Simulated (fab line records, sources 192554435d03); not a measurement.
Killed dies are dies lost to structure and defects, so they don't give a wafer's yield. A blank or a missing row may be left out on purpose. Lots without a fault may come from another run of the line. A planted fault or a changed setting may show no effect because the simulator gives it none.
Chamber matching | flow n5_finfet | N5_BEOL_M2_ALD_84 on ald_metal-04: 4 sister chambers
The step deposits TaN, pulse time 2 s, purge time 3 s, co reactant purge time 2 s. 4 wafers are shown with their chamber, then 8 later ones without.

WAFERS WITH THEIR CHAMBER
wafer  | chamber | heater_power_w (W)
L085.6 | 1       | 463
L090.1 | 3       | 406
L090.3 | 0       | 501
L092.1 | 2       | 361

WAFERS WITHOUT THEIR CHAMBER
wafer  | heater_power_w (W)
L092.3 | 502
L092.4 | 400
L095.1 | 362
L095.2 | 464
L095.3 | 498
L095.4 | 403
L095.5 | 363
L095.6 | 393

WHICH CHAMBER EACH WENT THROUGH
wafer  | from the rows above | in truth
L092.3 | 0                   | 0
L092.4 | 3                   | 3
L095.1 | 2                   | 2
L095.2 | 1                   | 1
L095.3 | 0                   | 0
L095.4 | 3                   | 3
L095.5 | 2                   | 2
L095.6 | 3                   | 3
Placed correctly: 8 of 8. Can't be placed from these rows: 0. Placed wrongly: 0.
How it was worked out, from the rows above alone: a wafer's distance from a chamber is the root of the sum, over the readings, of the square of ((its reading less the chamber's mean) divided by the reading's scatter). The wafer belongs to the nearest chamber; if the next one is less than 2 further off, it can't be placed. A chamber's mean is the mean of its shown wafers. The scatter: with one shown wafer a chamber, the root of the mean of the squares of how far each hidden wafer lies from its nearest shown one.
